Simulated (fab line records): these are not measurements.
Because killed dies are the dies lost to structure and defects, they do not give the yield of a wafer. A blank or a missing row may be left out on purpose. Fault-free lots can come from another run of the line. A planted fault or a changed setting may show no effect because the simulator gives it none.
fab line records    flow nandHarc
record: lots: 6  wafers: 18  lastDay: 32
route steps=1302 shown THIN_TSV@1283
lots that met no fault: from a run of the same line without faults
startH: hours from the record's opening day to when the first of the lot's shown wafers began    waitH: time in hours since the lot's previous step    " as in the row above    L1.1+2: one row covering several wafers at once    - no value, or no start was given    * or withheld: withheld    < > ~ a bound
route shown NAME@n: NAME is a module with steps in the file, n the number in the route of the first one    usual: average and standard deviation across the fault-free wafers    same: alike in all rows    chamber/n: place in a boat    sites: the reading at each site    _std_site: the standard deviation of these    _edge_site: outer sites' mean less inner sites'    radiusMm: how far each site lies from the wafer's centre    mask NAME#n: copy n    behind: tool/chamber where the wafer was last shaped    hold: what put the lot on hold/how long, in hours/how the hold closed    device: which transistor (n, p or np) failed to switch    end of line: tests of these same wafers at the route's end    a step without rows: its recipe alone    killed: dies that structure and defects cost at the first sort, which is not the same as the wafer's yield    map: a wafer's dies, x killed, . not, _ none there
set.NAME: the setting as run; set.NAME@STEP: as run at that earlier step    model.NAME: the simulator's own value behind a step, which no gauge read
certain route steps with their lots: each step a table, each wafer a row
services: when a tool's chamber went out of use (startH, in hours from the record's first day, below 0 if earlier), for how many hours, and the reason
== steps ==
step: NHARC_THIN_TSV_DEHYDRATE_25
recipe: tempC: 150  timeS: 120
step: NHARC_THIN_TSV_HMDS_26
recipe: timeS: 30
step: NHARC_THIN_TSV_COAT_27
recipe: spinRpm: *
step: NHARC_THIN_TSV_SOFTBAKE_28
recipe: tempC: 122  timeS: 95
step: NHARC_THIN_TSV_EBR_29
step: NHARC_THIN_TSV_EXPOSE_30
recipe: na: 0.55  doseMj: 11.47  maskId: PAD
step: NHARC_THIN_TSV_PEB_31
recipe: pebTempC: 118  pebTimeS: 85
step: NHARC_THIN_TSV_DEVELOP_32
recipe: timeS: 70
step: NHARC_THIN_TSV_CD_MEAS_33
recipe: targetCdNm: 5000  landingEnergyEv: 500
usual: cdNm: 5001.0/2.1
lot.wafer  tool      chamber  startH  waitH  cdNm
L800.1     cdSem-01  0        552.29  -      5002.4
L800.4     "         0        "       "      5001.1
L800.5     "         0        "       "      4999.4
L810.3     cdSem-01  0        657.59  -      5001.7
L810.4     "         0        "       "      4998.2
L810.5     "         0        "       "      5000.9
L809.2     cdSem-02  0        670.46  -      4997.1
L809.3     "         0        "       "      4999.0
L809.5     "         0        "       "      4999.9
L817.2     cdSem-02  0        735.69  -      5003.8
L817.3     "         0        "       "      4998.7
L817.6     "         0        "       "      4999.8
L819.1     cdSem-01  0        752.32  -      5002.4
L819.3     "         0        "       "      5002.4
L819.6     "         0        "       "      5000.3
L820.1     cdSem-01  0        761.94  -      5003.0
L820.2     "         0        "       "      4998.9
L820.3     "         0        "       "      5000.5
step: NHARC_THIN_TSV_HARDBAKE_34
recipe: tempC: 125  timeS: 80
step: NHARC_THIN_TSV_DESCUM_35
recipe: timeS: 3  o2FlowSccm: 200  arFlowSccm: 0  biasPowerW: 0  chemistry: O2
usual: drypumpMotorCurrentA: 5.6/0.31  oesProductAu: 1.001/0.013  rfVppV: 57.8/0.87  showerheadPlenumPTorr: 1.90/0.079  throttleValvePct: 11.313/0.01
same: biasPowerW: 0
lot.wafer  tool        chamber  startH  waitH  drypumpMotorCurrentA  oesProductAu  rfHoursCounterH  rfVppV  showerheadPlenumPTorr  throttleValvePct
L800.1     rieDiel-10  3        552.46  -      5.6                   0.993         9.8              57.8    1.94                   11.297
L800.5     "           3        "       "      5.6                   0.997         -                59.0    1.94                   11.295
L800.4     "           0        "       "      5.5                   1.003         -                58.5    2.05                   11.319
L810.4     rieDiel-08  1        657.75  -      5.4                   0.970         5.5              57.3    1.80                   11.306
L810.3     "           3        "       "      6.1                   1.000         6.5              57.8    1.85                   11.308
L810.5     "           2        "       "      5.7                   0.992         -                58.5    1.92                   11.289
L809.3     rieDiel-03  3        670.62  -      5.3                   1.001         1.4              59.4    1.85                   11.327
L809.2     "           2        "       "      5.7                   0.988         1.9              58.5    1.85                   11.313
L809.5     "           0        "       "      5.4                   0.998         -                58.1    2.04                   11.319
L817.3     rieDiel-08  0        735.85  -      5.3                   1.022         0.4              58.2    1.85                   11.307
L817.2     "           1        "       "      5.4                   0.993         0.4              58.4    1.80                   11.319
L817.6     "           1        "       "      5.4                   0.990         -                57.5    1.79                   11.308
L819.1     rieDiel-03  0        752.49  -      5.4                   1.003         5.3              58.6    2.04                   11.308
L819.3     "           1        "       "      5.7                   1.000         5.6              58.5    1.89                   11.310
L819.6     "           3        "       "      5.3                   1.007         -                57.7    1.85                   11.314
L820.3     rieDiel-03  3        762.10  -      5.4                   1.005         6.1              57.8    1.85                   11.302
L820.2     "           0        "       "      5.4                   1.005         5.5              57.7    2.04                   11.331
L820.1     "           1        "       "      5.7                   1.000         5.9              58.4    1.89                   11.339
step: NHARC_THIN_TSV_ETCH_59
recipe: targetDepthA: 8800  icpW: 900  biasW: 100  Cl2_flow_sccm: 60  bcl3FlowSccm: 30  timeS: 138.1  chemistry: Cl2/BCl3
usual: drypumpMotorCurrentA: 6.0/0.56  oesProductAu: 0.994/0.015  throttleValvePct: 22.264/0.0092
lot.wafer  tool         chamber  startH  waitH  drypumpMotorCurrentA  oesProductAu  rfHoursCounterH  throttleValvePct
L800.1     rieMetal-03  0        552.64  0.2    5.0                   0.991         0.3              22.263
L800.4     "            0        "       "      5.0                   0.990         -                22.258
L800.5     "            0        "       "      5.0                   0.986         -                22.265
L810.4     rieMetal-01  1        657.95  0.2    6.8                   0.983         -                22.253
L810.3     "            0        "       "      6.3                   0.988         -                22.258
L810.5     "            1        "       "      6.8                   0.988         -                22.249
L809.2     rieMetal-01  0        670.78  0.1    6.3                   0.978         1.7              22.275
L809.3     "            1        "       "      6.8                   0.982         -                22.267
L809.5     "            1        "       "      6.8                   0.981         -                22.266
L817.2     rieMetal-01  0        735.98  0.1    6.3                   0.999         3.1              22.269
L817.3     "            1        "       "      6.8                   0.993         -                22.256
L817.6     "            1        "       "      6.8                   1.007         -                22.260
L819.1     rieMetal-03  1        752.64  0.1    5.8                   1.000         0.6              22.294
L819.3     "            0        "       "      5.0                   1.006         -                22.241
L819.6     "            0        "       "      5.0                   1.016         -                22.253
L820.1     rieMetal-01  0        762.23  0.1    6.3                   1.011         0.0              22.266
L820.2     "            0        "       "      6.3                   1.019         -                22.277
L820.3     "            0        "       "      6.3                   1.013         -                22.254
step: NHARC_THIN_TSV_ETCH_36
recipe: targetDepthA: 650  overEtchFrac: 0.3  timeS: 18.571  ionEnergyEv: 150  chemistry: Cl2/BCl3
usual: drypumpMotorCurrentA: 6.0/0.56  oesProductAu: 0.997/0.014
lot.wafer  tool         chamber  startH  waitH  drypumpMotorCurrentA  oesProductAu  rfHoursCounterH
L800.1     rieMetal-03  0        552.86  0.2    5.0                   0.993         0.4
L800.4     "            0        "       "      5.0                   0.981         -
L800.5     "            0        "       "      5.0                   0.988         -
L810.4     rieMetal-01  1        658.15  0.2    6.8                   0.990         -
L810.3     "            0        "       "      6.3                   0.841         -
L810.5     "            1        "       "      6.8                   0.978         -
L809.2     rieMetal-01  1        671.00  0.2    6.8                   0.988         1.9
L809.3     "            0        "       "      6.3                   0.845         -
L809.5     "            0        "       "      6.3                   0.848         -
L817.2     rieMetal-01  1        736.24  0.2    6.8                   1.007         3.2
L817.3     "            0        "       "      6.3                   0.999         -
L817.6     "            0        "       "      6.3                   0.990         -
L819.1     rieMetal-03  1        752.86  0.2    5.8                   1.015         0.7
L819.3     "            0        "       "      5.0                   1.030         -
L819.6     "            1        "       "      5.8                   1.019         -
L820.1     rieMetal-01  0        762.69  0.4    6.3                   1.005         0.3
L820.2     "            0        "       "      6.3                   1.011         -
L820.3     "            0        "       "      6.3                   1.005         -
step: NHARC_THIN_TSV_STRIP_56
recipe: powerW: 1500  tempC: 250  chemistry: O2
usual: drypumpMotorCurrentA: 5.56/0.17  heaterPowerW: 325/10
lot.wafer  tool            chamber  startH  waitH  drypumpMotorCurrentA  heaterPowerW  rfHoursCounterH
L800.1     plasmaAsher-01  1        553.00  0.1    5.44                  317           5
L800.4     "               1        "       "      5.43                  312           -
L800.5     "               0        "       "      5.79                  332           -
L810.4     plasmaAsher-02  0        658.33  0.2    5.56                  325           -
L810.3     "               1        "       "      5.36                  304           -
L810.5     "               0        "       "      5.53                  331           -
L809.2     plasmaAsher-02  1        671.10  0.1    5.35                  313           11
L809.3     "               0        "       "      5.59                  334           -
L809.5     "               1        "       "      5.37                  309           -
L817.2     plasmaAsher-01  0        736.38  0.1    5.79                  324           7
L817.3     "               1        "       "      5.45                  338           -
L817.6     "               0        "       "      5.78                  319           -
L819.1     plasmaAsher-01  1        753.01  0.1    5.46                  337           10
L819.3     "               0        "       "      5.81                  323           -
L819.6     "               0        "       "      5.78                  321           -
L820.1     plasmaAsher-01  0        762.83  0.1    5.78                  318           11
L820.2     "               1        "       "      5.45                  339           11
L820.3     "               1        "       "      5.47                  337           -
== services ==
tool            chamber  startH  hours  kind
rieDiel-03      1        544.27  16.6   repair
rieDiel-10      2        544.52  11.4   repair
rieDiel-08      -        545.01  9.0    pm
rieDiel-03      0        554.45  7.0    repair
rieMetal-01     -        575.00  9.0    pm
plasmaAsher-02  -        583.36  16.3   repair
rieDiel-10      -        596.50  9.0    pm
plasmaAsher-02  -        603.18  9.0    pm
rieDiel-10      3        608.84  35.3   repair
rieDiel-10      0        611.75  6.1    repair
rieDiel-08      2        615.10  3.7    repair
rieDiel-08      0        633.15  6.3    repair
rieDiel-03      -        635.30  9.0    pm
plasmaAsher-01  -        635.41  1.4    repair
rieDiel-03      1        661.66  5.8    repair
rieDiel-03      2        680.96  5.1    repair
rieMetal-03     -        696.10  9.0    pm
plasmaAsher-01  -        696.18  9.0    pm
rieDiel-08      -        722.01  9.0    pm
rieMetal-03     0        724.00  7.9    repair
rieDiel-03      0        725.16  5.8    repair
rieMetal-01     -        752.00  9.0    pm
rieDiel-08      -        757.88  1.5    repair
rieMetal-01     1        761.65  4.4    repair
== key ==
firstSign: step: NHARC_THIN_TSV_ETCH_36  reading: oesProductAu  direction: down  sigmas: 11  usual: 0.997  struck: 0.845
effect none on later readings
metAt NHARC_THIN_TSV_ETCH_36
struckWafers L809.3,L809.5,L810.3
laterRowsLeftOut L809.3,L809.5,L810.3
sortLeftOut L809.3,L809.5,L810.3
fault: kind: processParameterDrift  tool: rieMetal-01  chamber: 0  onsetH: 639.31  steps: NHARC_THIN_TSV_ETCH_36  channel: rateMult  offset: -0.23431  shape: step  endH: 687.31
sortLeftOut: the simulated sort isn't trusted on such a fault, so these wafers' sort isn't shown, and their yield isn't known
laterRowsLeftOut: the simulator's readings of these wafers behind a module that went badly wrong aren't trusted and aren't shown, but for the sort
